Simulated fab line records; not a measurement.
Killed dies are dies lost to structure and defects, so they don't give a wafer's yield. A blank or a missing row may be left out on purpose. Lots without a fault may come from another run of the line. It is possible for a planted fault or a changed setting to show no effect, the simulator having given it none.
Which tool was responsible? ; flow nandHarc ; 72 wafers from 24 lots sampled at 4 of the route's 1159 steps

## WHAT THE GAUGES SHOWED, per wafer
NHARC_A_ONON_D1_THK_MEAS_14: measures by ellipsometry. Usual: thkNm at 1000 nm, with a standard deviation of 12.
lot;measured;on;thkNm (nm);flag
L074;day 7 10:14;filmMetro-02;1019 1019 1018;
L075;day 7 22:04;filmMetro-01;1003 1004 1006;
L076;day 8 04:35;filmMetro-01;1009 1009 1010;
L077;day 8 10:31;filmMetro-02;986 988 986;
L078;day 8 14:49;filmMetro-01;1011 1012 1010;
L079;day 8 20:43;filmMetro-01;1007 1008 1006;
L080;day 9 09:05;filmMetro-01;984 985 984;
L082;day 9 15:49;filmMetro-01;991 992 989;
L081;day 9 15:26;filmMetro-01;993 992 995;
L083;day 9 15:35;filmMetro-01;1012 1011 1010;
L085;day 10 02:16;filmMetro-01;998 1000 999;
L084;day 10 02:23;filmMetro-01;1001 999 1000;
L087;day 10 18:32;filmMetro-02;989 991 988;
L086;day 10 18:33;filmMetro-01;1022 1021 1022;
L088;day 10 22:50;filmMetro-02;987 987 986;
L090;day 11 05:14;filmMetro-02;1007 1009 1008;
L089;day 11 22:28;filmMetro-02;1013 1011 1012;
L092;day 11 22:28;filmMetro-02;993 994 996;
L091;day 11 22:28;filmMetro-01;993 989 993;
L093;day 12 11:34;filmMetro-01;984 983 984;
L094;day 12 11:34;filmMetro-02;994 994 995;
L095;day 12 22:23;filmMetro-02;978 978 979;
L096;day 13 02:35;filmMetro-02;994 998 998;
L097;day 13 02:35;filmMetro-01;1021 1022 1021;

## TOOL THAT RAN EACH LOT (tool first, then ch and the chambers of the sampled wafers, then the start)
lot;NHARC_P_BONDPAD_ETCH_12;NHARC_P_BONDPAD_STRIP_15;NHARC_P_BONDPAD_PRE_CLEAN_26
L074;rieDiel-04 ch 0,1,2, day 6 05:21 or earlier;rieDiel-04 ch 1,2,3, day 6 05:21;pvdSputter-02, day 7 10:14 or earlier
L075;rieDiel-04 ch 2,3, day 6 17:34 or earlier;rieDiel-04 ch 1,2, day 6 17:34;pvdSputter-02, day 7 22:04 or earlier
L076;rieDiel-08 ch 0,1,3, day 7 00:23 or earlier;rieDiel-04 ch 0,1,3, day 7 00:23;pvdSputter-02, day 8 04:35 or earlier
L077;rieDiel-08 ch 0,1, day 7 05:59 or earlier;rieDiel-08 ch 0,1,3, day 7 05:59;pvdSputter-01, day 8 10:31 or earlier
L078;rieDiel-04 ch 0,3, day 7 09:44 or earlier;rieDiel-04 ch 1,2, day 7 09:44;pvdSputter-01, day 8 14:49 or earlier
L079;rieDiel-04 ch 0,1, day 7 15:43 or earlier;rieDiel-05 ch 1,2,3, day 7 15:43;pvdSputter-02, day 8 20:43 or earlier
L080;rieDiel-04 ch 0,1,3, day 8 02:13 or earlier;rieDiel-08 ch 1,2,3, day 8 02:13;pvdSputter-01, day 9 09:05 or earlier
L082;rieDiel-04 ch 0,1,2, day 8 09:10 or earlier;rieDiel-04 ch 0,1,3, day 8 09:10;pvdSputter-02, day 9 15:49 or earlier
L081;rieDiel-04 ch 0,1,3, day 8 10:07 or earlier;rieDiel-04 ch 2,3, day 8 10:07;pvdSputter-01, day 9 15:26 or earlier
L083;rieDiel-08 ch 2,3, day 8 10:46 or earlier;rieDiel-04 ch 0,2,3, day 8 10:46;pvdSputter-03, day 9 15:35 or earlier
L085;rieDiel-04 ch 0,1,3, day 8 21:48 or earlier;rieDiel-04 ch 0,2,3, day 8 21:48;pvdSputter-03, day 10 02:16 or earlier
L084;rieDiel-05 ch 0,1,2, day 8 22:08 or earlier;rieDiel-08 ch 1,2,3, day 8 22:08;pvdSputter-03, day 10 02:23 or earlier
L087;rieDiel-04 ch 1,2,3, day 9 11:34 or earlier;rieDiel-04 ch 0,3, day 9 11:34;pvdSputter-02, day 10 18:32 or earlier
L086;rieDiel-05 ch 0,1,2, day 9 11:48 or earlier;rieDiel-05 ch 0,2, day 9 11:48;pvdSputter-03, day 10 18:33 or earlier
L088;rieDiel-04 ch 0,1, day 9 18:19 or earlier;rieDiel-04 ch 0,1,3, day 9 18:19;pvdSputter-01, day 10 22:50 or earlier
L090;rieDiel-04 ch 1,2, day 10 00:41 or earlier;rieDiel-04 ch 1,2, day 10 00:41;pvdSputter-03, day 11 05:14 or earlier
L089;rieDiel-04 ch 1,2,3, day 10 14:38 or earlier;rieDiel-04 ch 1,2,3, day 10 14:38;pvdSputter-03, day 11 22:28 or earlier
L092;rieDiel-04 ch 0,1,3, day 10 15:57 or earlier;rieDiel-04 ch 0,1,2, day 10 15:57;pvdSputter-01, day 11 22:28 or earlier
L091;rieDiel-04 ch 2,3, day 10 18:08 or earlier;rieDiel-04 ch 0,1,2, day 10 18:08;pvdSputter-03, day 11 22:28 or earlier
L093;rieDiel-08 ch 0,2, day 11 03:10 or earlier;rieDiel-05 ch 1,2, day 11 03:10;pvdSputter-03, day 12 11:34 or earlier
L094;rieDiel-04 ch 1,2,3, day 11 06:10 or earlier;rieDiel-04 ch 0,3, day 11 06:10;pvdSputter-01, day 12 11:34 or earlier
L095;rieDiel-04 ch 1,3, day 11 15:34 or earlier;rieDiel-04 ch 0,2,3, day 11 15:34;pvdSputter-03, day 12 22:23 or earlier
L096;rieDiel-05 ch 0,1,2, day 11 21:32 or earlier;rieDiel-04 ch 0,3, day 11 21:32;pvdSputter-03, day 13 02:35 or earlier
L097;rieDiel-04 ch 2,3, day 11 21:45 or earlier;rieDiel-04 ch 0,1, day 11 21:45;pvdSputter-03, day 13 02:35 or earlier
- NHARC_P_BONDPAD_ETCH_12: etches the open film in CHF3/O2, target depth 200 nm, time 100 s.
- NHARC_P_BONDPAD_STRIP_15: strips in O2.
- NHARC_P_BONDPAD_PRE_CLEAN_26: time 30 s.

## AS READ BY THE TOOLS THEMSELVES (means over the sampled wafers that have a number; for cases with no such wafer, the mark the record gives instead)
NHARC_P_BONDPAD_ETCH_12. Usual: drypumpMotorCurrentA 5.7 A, standard deviation 0.35; oesProductAu 0.941 a.u., standard deviation 0.026; rfFwdPowerW 496.5 W, standard deviation 1.6; rfVppV 371.4 V, standard deviation 2; showerheadPlenumPTorr 2.44 Torr, standard deviation 0.093; throttleValvePct 20.572 %, standard deviation 0.0096.
lot;tool;drypumpMotorCurrentA (A);oesProductAu (a.u.);rfFwdPowerW (W);rfVppV (V);showerheadPlenumPTorr (Torr);throttleValvePct (%);flag
L074;rieDiel-04;5.7;0.984;495.9;372.9;2.49;20.573;
L075;rieDiel-04;5.5;0.976;497.4;372.2;2.45;20.573;
L076;rieDiel-08;5.6;0.963;496.2;368.0;2.29;20.570;
L077;rieDiel-08;5.8;0.998;497.6;368.6;2.29;20.567;
L078;rieDiel-04;6.1;0.928;497.4;373.7;2.53;20.578;
L079;rieDiel-04;5.8;0.914;495.2;372.9;2.49;20.568;
L080;rieDiel-04;5.9;0.916;496.8;372.3;2.49;20.574;
L082;rieDiel-04;5.8;0.919;494.4;373.3;2.49;20.576;
L081;rieDiel-04;5.9;0.962;496.0;371.9;2.49;20.574;
L083;rieDiel-08;5.2;0.923;497.4;367.6;2.27;20.572;
L085;rieDiel-04;5.9;0.927;494.8;371.7;2.48;20.579;
L084;rieDiel-05;6.0;0.964;497.5;370.6;2.41;20.583;
L087;rieDiel-04;5.6;0.924;496.7;371.2;2.45;20.562;
L086;rieDiel-05;6.0;0.960;498.3;370.4;2.41;20.568;
L088;rieDiel-04;5.8;0.922;495.8;372.2;2.48;20.562;
L090;rieDiel-04;5.6;0.965;495.7;371.8;2.44;20.571;
L089;rieDiel-04;5.6;0.918;497.2;372.1;2.44;20.569;
L092;rieDiel-04;5.9;0.920;497.2;371.6;2.48;20.570;
L091;rieDiel-04;5.7;0.918;496.2;371.6;2.44;20.566;
L093;rieDiel-08;5.1;0.943;498.2;368.4;2.29;20.573;
L094;rieDiel-04;5.6;0.920;496.6;372.0;2.44;20.572;
L095;rieDiel-04;5.7;0.911;496.2;371.5;2.44;20.566;
L096;rieDiel-05;6.0;0.980;496.7;370.8;2.40;20.571;
L097;rieDiel-04;5.5;0.922;498.2;371.6;2.44;20.576;

NHARC_P_BONDPAD_STRIP_15. Usual: drypumpMotorCurrentA 5.8 A, standard deviation 0.34; oesProductAu 0.997 a.u., standard deviation 0.014; rfVppV 58.0 V, standard deviation 0.93; showerheadPlenumPTorr 3.59 Torr, standard deviation 0.13; throttleValvePct 17.035 %, standard deviation 0.0082.
lot;tool;drypumpMotorCurrentA (A);oesProductAu (a.u.);rfVppV (V);showerheadPlenumPTorr (Torr);throttleValvePct (%);flag
L074;rieDiel-04;5.6;0.983;58.0;3.59;17.038;
L075;rieDiel-04;5.5;0.993;58.7;3.59;17.040;
L076;rieDiel-04;5.9;0.991;58.5;3.65;17.036;
L077;rieDiel-08;5.6;1.021;57.7;3.36;17.034;
L078;rieDiel-04;5.6;0.986;58.2;3.59;17.039;
L079;rieDiel-05;6.1;1.006;58.4;3.55;17.035;
L080;rieDiel-08;5.4;1.006;56.6;3.35;17.038;
L082;rieDiel-04;5.9;0.992;57.9;3.65;17.033;
L081;rieDiel-04;5.5;0.996;57.9;3.59;17.036;
L083;rieDiel-04;5.8;1.002;58.6;3.65;17.036;
L085;rieDiel-04;5.8;1.007;57.8;3.65;17.039;
L084;rieDiel-08;5.4;1.006;57.7;3.35;17.035;
L087;rieDiel-04;5.9;0.999;59.0;3.65;17.044;
L086;rieDiel-05;5.6;0.998;58.7;3.42;17.037;
L088;rieDiel-04;5.9;0.993;57.5;3.65;17.040;
L090;rieDiel-04;5.5;0.993;57.8;3.59;17.037;
L089;rieDiel-04;5.6;0.989;57.7;3.59;17.038;
L092;rieDiel-04;5.8;0.995;57.9;3.65;17.037;
L091;rieDiel-04;5.8;0.999;57.8;3.65;17.031;
L093;rieDiel-05;6.2;1.007;57.5;3.54;17.037;
L094;rieDiel-04;6.0;0.994;58.4;3.71;17.037;
L095;rieDiel-04;5.8;0.995;59.1;3.65;17.033;
L096;rieDiel-04;5.9;0.987;58.6;3.64;17.028;
L097;rieDiel-04;5.9;0.979;58.4;3.65;17.032;

NHARC_P_BONDPAD_PRE_CLEAN_26. Usual: heaterPowerW at 425 W, with a standard deviation of 35.
lot;tool;heaterPowerW (W);flag
L074;pvdSputter-02;391;
L075;pvdSputter-02;390;
L076;pvdSputter-02;397;
L077;pvdSputter-01;440;
L078;pvdSputter-01;443;
L079;pvdSputter-02;377;
L080;pvdSputter-01;425;
L082;pvdSputter-02;414;
L081;pvdSputter-01;436;
L083;pvdSputter-03;424;
L085;pvdSputter-03;447;
L084;pvdSputter-03;474;
L087;pvdSputter-02;402;
L086;pvdSputter-03;436;
L088;pvdSputter-01;416;
L090;pvdSputter-03;427;
L089;pvdSputter-03;446;
L092;pvdSputter-01;420;
L091;pvdSputter-03;455;
L093;pvdSputter-03;430;
L094;pvdSputter-01;429;
L095;pvdSputter-03;416;
L096;pvdSputter-03;424;
L097;pvdSputter-03;446;

## THE ANSWER, worked out from the rows above alone
Rule: lot off if the mean of its wafers having a number is beyond 3 standard deviations from the usual mean. Also off: a lot with no number at a reading for which 4 or more lots have one. All remaining lots with rows at the step are treated as sound. After the gauges, taken in route order, come the tools' own readings; for these a lot's mean is taken, as printed above. The first step at which some lot is off is used, and at that step the reading that is off furthest; a lot without a number counts as furthest.
No lot is off on any of the readings shown, so nothing can be concluded from this.

## WHAT WAS PUT IN BY THE SIMULATOR
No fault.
